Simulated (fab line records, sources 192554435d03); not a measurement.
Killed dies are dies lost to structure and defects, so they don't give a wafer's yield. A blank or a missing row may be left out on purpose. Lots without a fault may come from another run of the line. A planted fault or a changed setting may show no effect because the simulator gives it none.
fab line records | flow n5_finfet | part 1 of 2: steps 1 to 21 of 28
record lots=5 wafers=15 last_day=18
route steps=1938 shown BEOL_M7@1281
lots that met no fault: from a run of the same line without faults
start_h: hours from the record's first day to the start of the lot's first wafer shown | wait_h: hours since the lot's step before | " the same as in the row above | L1.1+2: a row that stands for several wafers | - no value, or no start given | * or withheld: withheld | < > ~ a bound
route shown NAME@n: a module of which the file shows steps, and the number in the route of the first | usual: mean/standard deviation of fault-free wafers | same: alike in all rows | chamber/n: place in a boat | sites: the reading at each site | _std_site: their standard deviation | _edge_site: outer sites' mean less inner sites' | radius_mm: how far each site lies from the wafer's centre | mask NAME#n: copy n | behind: the tool/chamber that last shaped the wafer | hold: why the lot was held/for how many hours/how that ended | device: the transistor (n, p or np) that didn't switch | end of line: the same wafers' tests at the end of the route | a step without rows: its recipe alone | killed: dies lost to structure and defects at the first sort, not the wafer's yield | map: a wafer's dies, x killed, . not, _ none there
set.NAME: the setting as run; set.NAME@STEP: as run at that earlier step | model.NAME: the simulator's own value behind a step, which no gauge read
lots at some steps of the route; a table a step, a row a wafer
services: from which hour (start_h, from the record's first day; less than 0 if before it) a tool's chamber was out of use, for how many hours, and why
## steps
# step N5_BEOL_M7_ETCH_62
# recipe chemistry=N2/H2 target=SOC target_depth_a=1100 overetch_a=220 mask_material=SiARC temp_c=40 time_s=165 ion_energy_ev=200 pressure_mtorr=30 source_w=840 bias_w=150 n2_flow_sccm=200 h2_flow_sccm=200
# usual drypump_motor_current_A=5.6/0.47 h2_flow_sccm=200.1/0.58 oes_product_au=0.65/0.068 rf_vpp_V=524.0/2.2 showerhead_plenum_p_Torr=2.55/0.07 throttle_valve_pct=17.87/0.26
# columns lot.wafer tool chamber start_h wait_h drypump_motor_current_A h2_flow_sccm oes_product_au rf_hours_counter_h rf_vpp_V showerhead_plenum_p_Torr throttle_valve_pct
L078.3 rie_diel-02 3 217.61 0.0 5.1 199.8 0.59 240 522.3 2.52 18.05
L078.5 " 2 " " 5.4 200.4 0.62 - 527.1 2.63 17.55
L078.6 " 3 " " 5.1 200.0 0.58 - 525.0 2.52 18.05
L086.1 rie_diel-02 3 275.00 0.0 5.1 200.4 0.83 1 524.7 2.51 17.59
L086.2 " 1 " " 6.5 200.1 0.61 225 523.3 2.50 17.94
L086.6 " 0 " " 5.5 199.9 0.67 - 520.1 2.45 17.98
L092.2 rie_diel-04 3 316.96 0.0 5.2 201.1 0.57 241 525.4 2.63 18.11
L092.3 " 2 " " 5.6 199.3 0.66 123 526.8 2.66 17.78
L092.6 " 1 " " 5.8 200.2 0.57 - 522.6 2.53 18.52
L093.1 rie_diel-02 2 328.61 0.0 5.3 199.0 0.60 209 525.9 2.61 17.62
L093.4 " 3 " " 5.1 199.5 0.78 - 522.4 2.50 17.64
L093.5 " 2 " " 5.3 198.5 0.60 - 527.2 2.61 17.63
L094.2 rie_diel-04 0 341.48 0.0 6.0 199.4 0.81 5 525.8 2.62 17.90
L094.3 " 3 " " 5.2 200.5 0.57 252 525.7 2.62 18.13
L094.6 " 0 " " 6.0 198.6 0.82 - 524.3 2.62 17.88
# step N5_BEOL_M7_STRIP_68
# recipe chemistry=N2/H2 temp_c=40 n2_flow_sccm=200 h2_flow_sccm=200 rf_frequency_hz=6e+07
# columns lot.wafer tool chamber start_h wait_h
L078.3+5+6 rie_diel-02 3,2,3 217.75 0.1
L086.1+2+6 rie_diel-02 3,1,0 275.14 0.1
L092.2+3+6 rie_diel-04 3,2,1 317.10 0.1
L093.1+4+5 rie_diel-02 2,3,2 328.74 0.1
L094.2+3+6 rie_diel-04 0,3,0 341.61 0.1
# step N5_BEOL_M7_STRIP_67
# recipe chemistry=CF4 resist=SiARC power_w=300 bias_power_w=75 pressure_mtorr=50 cf4_flow_sccm=150 rf_frequency_hz=6e+07
# usual bias_power_w=75.01/0.21 drypump_motor_current_A=5.6/0.47 oes_product_au=0.76/0.08 rf_vpp_V=271.2/1.5 showerhead_plenum_p_Torr=1.80/0.05 throttle_valve_pct=13.60/0.23
# columns lot.wafer tool chamber start_h wait_h bias_power_w drypump_motor_current_A oes_product_au rf_hours_counter_h rf_vpp_V showerhead_plenum_p_Torr throttle_valve_pct
L078.3 rie_diel-02 3 217.76 0.0 74.90 5.0 0.68 240 268.7 1.77 13.93
L078.5 " 2 " " 74.58 5.4 0.73 - 272.7 1.85 13.43
L078.6 " 3 " " 75.04 5.0 0.70 - 269.7 1.77 13.93
L086.1 rie_diel-02 3 275.15 0.0 75.14 5.1 0.99 1 269.9 1.77 13.37
L086.2 " 1 " " 74.88 6.5 0.70 225 272.2 1.77 13.69
L086.6 " 0 " " 74.92 5.5 0.78 - 270.8 1.72 13.42
L092.2 rie_diel-04 3 317.11 0.0 74.88 5.2 0.68 241 271.7 1.84 13.82
L092.3 " 2 " " 75.11 5.6 0.78 123 272.9 1.86 13.49
L092.6 " 1 " " 75.30 5.8 0.67 - 270.9 1.77 14.04
L093.1 rie_diel-02 2 328.75 0.0 75.16 5.4 0.71 209 271.6 1.84 13.52
L093.4 " 3 " " 74.72 5.1 0.92 - 269.4 1.76 13.41
L093.5 " 2 " " 75.18 5.4 0.71 - 272.3 1.84 13.54
L094.2 rie_diel-04 0 341.62 0.0 75.10 6.0 0.95 5 273.7 1.86 13.51
L094.3 " 3 " " 75.09 5.2 0.66 252 269.8 1.84 13.84
L094.6 " 0 " " 74.89 6.1 0.96 - 272.5 1.86 13.50
# step N5_BEOL_M7_HM_OPEN_17
# recipe chemistry=Cl2/BCl3 target_depth_a=200 overetch_a=60 target=TiN mask_material=SOC ion_energy_ev=150 pressure_mtorr=10 icp_w=1000 bias_w=126 Cl2_flow_sccm=53.25 bcl3_flow_sccm=21.75 Ar_flow_sccm=25
# usual drypump_motor_current_A=5.7/0.4 oes_product_au=0.69/0.043 throttle_valve_pct=21.98/0.24
# columns lot.wafer tool chamber start_h wait_h drypump_motor_current_A oes_product_au rf_hours_counter_h throttle_valve_pct
L078.3 rie_metal-02 1 217.83 0.1 5.3 0.73 - 22.15
L078.5 " 1 " " 5.3 0.72 - 22.16
L078.6 " 0 " " 5.2 0.79 - 21.56
L086.1 rie_metal-02 0 275.19 0.0 5.2 0.76 11 21.57
L086.2 " 1 " " 5.3 0.70 28 22.15
L086.6 " 0 " " 5.2 0.76 - 21.59
L092.2 rie_metal-03 0 317.15 0.0 6.3 0.70 31 21.85
L092.3 " 1 " " 5.8 0.66 - 22.25
L092.6 " 0 " " 6.3 0.70 - 21.84
L093.1 rie_metal-03 1 328.79 0.0 5.8 0.65 53 22.22
L093.4 " 1 " " 5.7 0.65 - 22.25
L093.5 " 1 " " 5.8 0.65 - 22.23
L094.2 rie_metal-02 1 341.67 0.0 5.3 0.70 32 22.16
L094.3 " 0 " " 5.2 0.75 - 21.57
L094.6 " 0 " " 5.2 0.74 - 21.57
# step N5_BEOL_M7_STRIP_19
# recipe chemistry=O2 power_w=400 temp_c=40 pressure_mtorr=30 rf_frequency_hz=6e+07 bias_power_w=0 overash_fraction=0.2 o2_flow_sccm=225
# usual drypump_motor_current_A=5.6/0.4 oes_product_au=0.77/0.092 rf_vpp_V=3.6/0.59 showerhead_plenum_p_Torr=2.10/0.055 throttle_valve_pct=16.69/0.27
# same bias_power_w=0
# columns lot.wafer tool chamber start_h wait_h drypump_motor_current_A oes_product_au rf_hours_counter_h rf_vpp_V showerhead_plenum_p_Torr throttle_valve_pct
L078.3 rie_diel-02 0 217.91 0.1 5.5 0.80 109 3.9 2.03 16.56
L078.5 " 0 " " 5.5 0.80 - 2.8 2.03 16.56
L078.6 " 1 " " 6.5 0.70 - 2.9 2.07 16.70
L086.1 rie_diel-04 2 275.40 0.2 5.6 0.80 108 4.4 2.18 16.50
L086.2 " 3 " " 5.2 0.68 225 3.6 2.16 16.86
L086.6 " 1 " " 5.7 0.67 - 3.3 2.10 17.24
L092.2 rie_diel-04 3 317.40 0.2 5.2 0.66 242 3.3 2.16 16.87
L092.3 " 2 " " 5.6 0.77 123 3.3 2.17 16.52
L092.6 " 2 " " 5.6 0.77 - 3.5 2.17 16.52
L093.1 rie_diel-02 0 328.90 0.1 5.5 0.77 147 4.3 2.02 16.62
L093.4 " 2 " " 5.4 0.70 - 3.2 2.15 16.52
L093.5 " 3 " " 5.1 0.95 - 2.8 2.04 16.40
L094.2 rie_diel-03 3 341.78 0.1 6.0 0.75 193 3.5 2.08 16.84
L094.3 " 2 " " 5.6 0.81 125 3.4 2.08 16.44
L094.6 " 0 " " 5.5 0.84 - 3.5 2.03 16.27
# step N5_BEOL_M7_CD_MEAS_18
# recipe pitch_nm=80 target_cd_nm=40
# usual cd_nm=39.8/0.6
# columns lot.wafer tool chamber start_h wait_h cd_nm
L078.3 cd_sem-01 - 217.98 0.1 39.8
L078.5 " - " " 40.4
L078.6 " - " " 39.4
L086.1 cd_sem-02 - 275.47 0.0 38.9
L086.2 " - " " 39.5
L086.6 " - " " 39.2
L092.2 cd_sem-03 - 317.47 0.1 39.4
L092.3 " - " " 40.2
L092.6 " - " " 40.5
L093.1 cd_sem-03 - 328.97 0.0 40.4
L093.4 " - " " 39.3
L093.5 " - " " 40.4
L094.2 cd_sem-02 - 341.85 0.1 39.2
L094.3 " - " " 39.9
L094.6 " - " " 39.1
# step N5_BEOL_M7_COAT_63
# recipe resist=SOC temp_c=250 time_s=60 spin_rpm=1500 resist_thk_nm=60
# columns lot.wafer tool chamber start_h wait_h
L078.3+5+6 litho_track-01 0 219.06 1.1
L086.1+2+6 litho_track-02 0 275.51 0.0
L092.2+3+6 litho_track-01 0 319.82 2.4
L093.1+4+5 litho_track-02 0 329.01 0.0
L094.2+3+6 litho_track-04 0 343.15 1.3
# step N5_BEOL_M7_COAT_64
# recipe resist=SiARC temp_c=220 time_s=60 spin_rpm=1500 resist_thk_nm=12
# columns lot.wafer tool chamber start_h wait_h
L078.3+5+6 litho_track-01 0 - -
L086.1+2+6 litho_track-02 0 - -
L092.2+3+6 litho_track-01 0 - -
L093.1+4+5 litho_track-02 0 - -
L094.2+3+6 litho_track-04 0 - -
# step N5_BEOL_M7_COAT_71
# recipe resist=underlayer temp_c=205 time_s=60 spin_rpm=1500 resist_thk_nm=5
# columns lot.wafer tool chamber start_h wait_h
L078.3+5+6 litho_track-01 0 - -
L086.1+2+6 litho_track-02 0 - -
L092.2+3+6 litho_track-01 0 - -
L093.1+4+5 litho_track-02 0 - -
L094.2+3+6 litho_track-04 0 - -
# step N5_BEOL_M7_COAT_22
# recipe resist=CAR-EUV spin_rpm=1500 resist_thk_nm=30
# columns lot.wafer tool chamber start_h wait_h
L078.3+5+6 litho_track-01 0 - -
L086.1+2+6 litho_track-02 0 - -
L092.2+3+6 litho_track-01 0 - -
L093.1+4+5 litho_track-02 0 - -
L094.2+3+6 litho_track-04 0 - -
# step N5_BEOL_M7_EBR_24
# recipe solvent=PGMEA ebr_width_mm=1.5
# columns lot.wafer tool chamber start_h wait_h
L078.3+5+6 litho_track-01 0 - -
L086.1+2+6 litho_track-02 0 - -
L092.2+3+6 litho_track-01 0 - -
L093.1+4+5 litho_track-02 0 - -
L094.2+3+6 litho_track-04 0 - -
# step N5_BEOL_M7_SOFTBAKE_23
# recipe temp_c=110 time_s=60 resist=CAR-EUV
# columns lot.wafer tool chamber start_h wait_h
L078.3+5+6 litho_track-01 0 - -
L086.1+2+6 litho_track-02 0 - -
L092.2+3+6 litho_track-01 0 - -
L093.1+4+5 litho_track-02 0 - -
L094.2+3+6 litho_track-04 0 - -
# step N5_BEOL_M7_EXPOSE_25
# recipe mask_id=V6 na=0.33 source_shape=annular sigma_inner=0.4 sigma_outer=0.8 polarization=unpolarized target_cd_nm=40 dose_mj=42.5
# columns lot.wafer tool chamber start_h wait_h mask
L078.3+5+6 euv_scanner-02 0 219.21 - V6#0
L086.1+2+6 euv_scanner-02 0 275.65 - V6#0
L092.2+3+6 euv_scanner-01 0 319.96 - V6#0
L093.1+4+5 euv_scanner-01 0 329.15 - V6#0
L094.2+3+6 euv_scanner-02 0 343.30 - V6#0
# step N5_BEOL_M7_PEB_26
# recipe peb_temp_c=100 peb_time_s=60 resist=CAR-EUV
# columns lot.wafer tool chamber start_h wait_h
L078.3+5+6 litho_track-02 0 219.27 0.0
L086.1+2+6 litho_track-01 0 275.71 0.1
L092.2+3+6 litho_track-04 0 320.02 0.1
L093.1+4+5 litho_track-04 0 329.21 0.1
L094.2+3+6 litho_track-02 0 343.36 0.1
# step N5_BEOL_M7_DEVELOP_27
# recipe develop_time_s=30 developer=TMAH resist=CAR-EUV rinse_liquid=surfactant_rinse dry=air_spin dev_temp_c=23
# columns lot.wafer tool chamber start_h wait_h
L078.3+5+6 litho_track-02 0 - -
L086.1+2+6 litho_track-01 0 - -
L092.2+3+6 litho_track-04 0 - -
L093.1+4+5 litho_track-04 0 - -
L094.2+3+6 litho_track-02 0 - -
# step N5_BEOL_M7_CD_MEAS_28
# recipe target_cd_nm=40 landing_energy_ev=500 detector=se_inlens
# usual cd_nm=40.01/0.22
# columns lot.wafer tool chamber start_h wait_h cd_nm
L078.3 cd_sem-03 0 219.34 - 39.84
L078.5 " 0 " " 40.04
L078.6 " 0 " " 39.50
L086.1 cd_sem-01 0 275.78 - 40.20
L086.2 " 0 " " 39.86
L086.6 " 0 " " 40.05
L092.2 cd_sem-03 0 320.09 - 40.25
L092.3 " 0 " " 39.77
L092.6 " 0 " " 40.33
L093.1 cd_sem-01 0 329.28 - 39.98
L093.4 " 0 " " 39.52
L093.5 " 0 " " 40.54
L094.2 cd_sem-03 0 343.43 - 40.31
L094.3 " 0 " " 40.25
L094.6 " 0 " " 40.08
# step N5_BEOL_M7_OVL_MEAS_29
# recipe points_per_wafer=522
# usual V6_OVL=0.1/0.67
# columns lot.wafer tool chamber start_h wait_h V6_OVL[nm]
L078.3 overlay-01 0 219.37 0.0 -1.0
L078.5 " 0 " " -0.2
L078.6 " 0 " " 0.3
L086.1 overlay-01 0 275.81 0.0 -0.5
L086.2 " 0 " " -0.2
L086.6 " 0 " " -0.5
L092.2 overlay-01 0 320.12 0.0 1.4
L092.3 " 0 " " 0.7
L092.6 " 0 " " 0.3
L093.1 overlay-02 0 329.31 0.0 0.1
L093.4 " 0 " " 1.3
L093.5 " 0 " " 0.3
L094.2 overlay-01 0 343.46 0.0 0.6
L094.3 " 0 " " 0.8
L094.6 " 0 " " 0.0
# step N5_BEOL_M7_INSPECT_30
# recipe mode=adi inspect_instrument=brightfield
# usual raw_defect_count=395/100
# columns lot.wafer tool chamber start_h wait_h raw_defect_count
L078.3 defect_inspect-01 - 219.42 0.0 271
L078.5 " - " " 350
L078.6 " - " " 394
L086.1 defect_inspect-02 - 275.88 0.1 507
L086.2 " - " " 508
L086.6 " - " " 456
L092.2 defect_inspect-02 - 320.18 0.0 515
L092.3 " - " " 600
L092.6 " - " " 612
L093.1 defect_inspect-02 - 329.37 0.1 277
L093.4 " - " " 424
L093.5 " - " " 406
L094.2 defect_inspect-02 - 343.51 0.0 583
L094.3 " - " " 492
L094.6 " - " " 409
# step N5_BEOL_M7_DESCUM_33
# recipe chemistry=O2 time_s=7 source_power_w=50 bias_power_w=20 pressure_mtorr=20 rf_frequency_hz=2.712e+07 temp_c=40 resist=CAR-EUV o2_flow_sccm=225
# usual bias_power_w=20.00/0.063 drypump_motor_current_A=5.6/0.41 oes_product_au=0.77/0.097 rf_vpp_V=243.4/1.3 showerhead_plenum_p_Torr=2.10/0.055 throttle_valve_pct=20.44/0.3
# columns lot.wafer tool chamber start_h wait_h bias_power_w drypump_motor_current_A oes_product_au rf_hours_counter_h rf_vpp_V showerhead_plenum_p_Torr throttle_valve_pct
L078.3 rie_diel-04 2 219.46 0.0 20.06 5.6 0.81 92 245.2 2.18 20.21
L078.5 " 2 " " 20.01 5.6 0.81 - 245.4 2.18 20.21
L078.6 " 1 " " 19.95 5.8 0.68 - 243.5 2.10 21.07
L086.1 rie_diel-04 2 276.19 0.3 19.98 5.6 0.81 108 244.8 2.17 20.24
L086.2 " 0 " " 19.92 6.0 0.69 241 244.8 2.15 20.65
L086.6 " 0 " " 19.95 6.0 0.69 - 244.6 2.15 20.68
L092.2 rie_diel-02 0 320.21 0.0 19.99 5.4 0.76 144 240.4 2.01 20.42
L092.3 " 2 " " 20.10 5.4 0.69 206 244.2 2.15 20.21
L092.6 " 0 " " 19.86 5.5 0.76 - 242.7 2.01 20.44
L093.1 rie_diel-04 2 329.40 0.0 20.01 5.7 0.77 128 245.9 2.17 20.26
L093.4 " 0 " " 20.05 6.0 1.03 - 243.8 2.14 20.38
L093.5 " 3 " " 20.02 5.2 0.66 - 244.6 2.15 20.66
L094.2 rie_diel-04 0 343.55 0.0 19.96 6.0 0.97 5 244.9 2.14 20.37
L094.3 " 2 " " 20.02 5.6 0.77 134 245.0 2.16 20.28
L094.6 " 3 " " 19.91 5.2 0.66 - 244.9 2.15 20.67
# step N5_BEOL_M7_ETCH_72
# recipe chemistry=N2/H2 target=underlayer target_depth_a=65 mask_material=CAR-EUV time_s=5.2 ion_energy_ev=200 pressure_mtorr=30 source_w=840 bias_w=150 n2_flow_sccm=200 h2_flow_sccm=200 ends=cleared
# usual drypump_motor_current_A=5.6/0.42 etch_rf_on_time_s=5.25/0.19 h2_flow_sccm=200.0/0.68 oes_product_au=0.66/0.079 rf_vpp_V=524.4/2.4 showerhead_plenum_p_Torr=2.56/0.07 throttle_valve_pct=17.94/0.3
# columns lot.wafer tool chamber start_h wait_h drypump_motor_current_A etch_rf_on_time_s h2_flow_sccm oes_product_au rf_hours_counter_h rf_vpp_V showerhead_plenum_p_Torr throttle_valve_pct
L078.3 rie_diel-04 2 219.49 0.0 5.6 4.97 200.6 0.70 92 526.6 2.68 17.75
L078.5 " 2 " " 5.6 5.01 200.4 0.69 - 529.8 2.68 17.76
L078.6 " 1 " " 5.7 5.40 199.6 0.58 - 523.5 2.54 18.50
L086.1 rie_diel-04 2 276.23 0.0 5.6 4.96 200.9 0.70 108 526.1 2.67 17.77
L086.2 " 0 " " 6.0 5.74 199.7 0.57 241 526.9 2.63 18.28
L086.6 " 0 " " 6.0 5.75 200.2 0.57 - 523.3 2.63 18.27
L092.2 rie_diel-02 0 320.25 0.0 5.5 5.28 200.2 0.65 144 522.2 2.45 18.03
L092.3 " 2 " " 5.4 5.39 199.3 0.59 206 528.1 2.61 17.65
L092.6 " 0 " " 5.5 5.20 200.5 0.65 - 520.4 2.45 18.03
L093.1 rie_diel-04 2 329.44 0.0 5.6 5.04 199.5 0.67 128 528.8 2.66 17.79
L093.4 " 0 " " 6.0 5.53 199.1 0.83 - 525.2 2.63 17.91
L093.5 " 3 " " 5.2 5.12 199.4 0.58 - 525.6 2.62 18.20
L094.2 rie_diel-04 0 343.58 0.0 6.0 5.45 199.7 0.79 5 527.2 2.62 17.90
L094.3 " 2 " " 5.6 5.04 199.6 0.67 134 526.1 2.66 17.81
L094.6 " 3 " " 5.2 5.10 200.9 0.57 - 526.0 2.62 18.19
# step N5_BEOL_M7_ETCH_65
# recipe chemistry=CF4 target=SiARC target_depth_a=156 mask_material=CAR-EUV time_s=26 ion_energy_ev=80 pressure_mtorr=40 source_w=545 bias_w=36 Ar_flow_sccm=100 cf4_flow_sccm=100 ends=cleared
# usual drypump_motor_current_A=5.6/0.41 etch_rf_on_time_s=26.1/0.78 oes_product_au=0.66/0.08 rf_vpp_V=184.2/1.1 showerhead_plenum_p_Torr=2.16/0.061 throttle_valve_pct=15.68/0.24
# columns lot.wafer tool chamber start_h wait_h drypump_motor_current_A etch_rf_on_time_s oes_product_au rf_hours_counter_h rf_vpp_V showerhead_plenum_p_Torr throttle_valve_pct
L078.3 rie_diel-04 2 219.51 0.0 5.6 25.4 0.70 92 186.0 2.26 15.55
L078.5 " 2 " " 5.6 25.2 0.71 - 184.5 2.26 15.54
L078.6 " 1 " " 5.7 27.3 0.58 - 184.0 2.13 16.04
L086.1 rie_diel-04 2 276.24 0.0 5.6 24.8 0.70 108 186.6 2.25 15.57
L086.2 " 0 " " 6.0 27.6 0.58 241 184.7 2.21 15.98
L086.6 " 0 " " 6.0 27.5 0.58 - 185.1 2.21 15.99
L092.2 rie_diel-02 0 320.26 0.0 5.6 26.3 0.65 144 183.9 2.05 15.48
L092.3 " 2 " " 5.4 26.7 0.59 206 185.9 2.21 15.51
L092.6 " 0 " " 5.6 26.3 0.65 - 183.7 2.05 15.49
L093.1 rie_diel-04 2 329.45 0.0 5.6 25.4 0.67 128 186.8 2.25 15.63
L093.4 " 0 " " 6.0 26.6 0.85 - 186.0 2.21 15.54
L093.5 " 3 " " 5.2 25.7 0.58 - 185.1 2.21 15.88
L094.2 rie_diel-04 0 343.60 0.0 6.0 26.8 0.80 5 184.4 2.20 15.55
L094.3 " 2 " " 5.6 25.1 0.67 134 186.1 2.24 15.63
L094.6 " 3 " " 5.2 25.5 0.57 - 184.6 2.21 15.90
